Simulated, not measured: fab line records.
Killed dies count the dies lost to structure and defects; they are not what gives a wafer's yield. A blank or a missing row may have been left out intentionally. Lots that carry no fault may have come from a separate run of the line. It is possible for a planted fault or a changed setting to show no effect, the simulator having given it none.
A lot that was struck, set against a sound lot | flow n5_finfet | 15 out of 1938 route steps
Sound: wafers L409.1, L409.4, L409.6. Struck: wafers L413.2, L413.4, L413.6. The cause comes at the end.
Each step with rows lists, per side, the tool, then ch with its chambers, then its first start. Under that, the readings that differ: sound wafers | struck wafers | difference of the means | sigmas: that difference in standard deviations of wafers without a fault.
alike: words and numbers the same on both sides, and readings whose means are apart by under 2 such deviations; not compared: readings that were withheld, readings missing a value for some wafer, numbers with overlapping values and no deviation given by the record, and bounds like >300 which may hide the same value.
The two part at a step that has a row with sigmas, a row that says differs or no value, or rows on one side only. Non-overlapping numbers with no deviation appear without sigmas and do not part them. A reading missing from all wafers of one side parts the sides only when that side holds two or more wafers.

N5_BEOL_M11_THK_MEAS_53: measures by xrf.
  sound on film_metro-01 at day 14 16:17; struck on film_metro-01 at day 15 20:14
  alike: M11_THK
then, 1 step without rows for these wafers: N5_BEOL_M11_PRE_CLEAN_55 (time 15 s).
N5_BEOL_M11_DEP_56: deposits SiCN from 3MS/NH3, target thk 30 nm, time 10.5 s.
  sound on pecvd-02 ch 0,1,2, day 14 16:21; struck on pecvd-01 ch 0,1, day 15 20:17
  alike: showerhead_plenum_p_Torr, throttle_valve_pct
N5_BEOL_M11_RS_MEAS_57: uses a four-point probe to measure.
  sound on film_metro-01 at day 14 16:25; struck on film_metro-02 at day 15 20:21
  alike: M11_RS
N5_BEOL_M11_INSPECT_58: inspects for defects (darkfield).
  sound on defect_inspect-01 at day 14 16:26; struck on defect_inspect-01 at day 15 20:23
  reading          | sound    | struck      | difference | sigmas
  raw_defect_count | 61 77 58 | 117 113 104 | +46        | +2
N5_BEOL_M12_ILD_DEP_00: deposits SiOC from DEMS/O2, target thk 658.92 nm, time 130.7 s.
  sound on pecvd-04 ch 0,1, day 14 16:28; struck on pecvd-02 ch 0,1,2, day 15 20:25
  alike: heater_power_w, showerhead_plenum_p_Torr, throttle_valve_pct
N5_BEOL_M12_THK_MEAS_01:
  sound on film_metro-01 at day 14 16:36; struck on film_metro-01 at day 15 20:33
  alike: M12_ILD_THK
then, 5 steps without rows for these wafers: N5_BEOL_M12_COAT_58 (time 60 s, resist thk 89 nm); N5_BEOL_M12_COAT_04 (resist thk 400 nm); N5_BEOL_M12_EBR_06; N5_BEOL_M12_SOFTBAKE_05 (time 60 s); N5_BEOL_M12_EXPOSE_07 (exposes mask V11).
N5_BEOL_M12_PEB_08: peb time 90 s.
  sound on litho_track-01 ch 0, day 14 16:47; struck on litho_track-02 ch 0, day 15 20:44
  reading                  | sound                | struck               | difference | sigmas
  heater_power_total_W (W) | 170.8 171.9 172.4    | 175.2 176.6 176.5    | +4.4       | +6
  plate_temp_C (C)         | 130.21 130.11 130.07 | 132.55 132.43 132.48 | +2.36      | +16
then, 1 step without rows for these wafers: N5_BEOL_M12_DEVELOP_09 (develop time 45 s).
N5_PASSIVATION_PROBE_49:
  only the struck wafers here have rows in the record (prober-01, day 17 10:40); the sound ones have none

== WHERE THEY PART ==
At N5_BEOL_M11_INSPECT_58 first; at N5_PASSIVATION_PROBE_49 last (within this record only).

WHY: whatever the simulator had introduced
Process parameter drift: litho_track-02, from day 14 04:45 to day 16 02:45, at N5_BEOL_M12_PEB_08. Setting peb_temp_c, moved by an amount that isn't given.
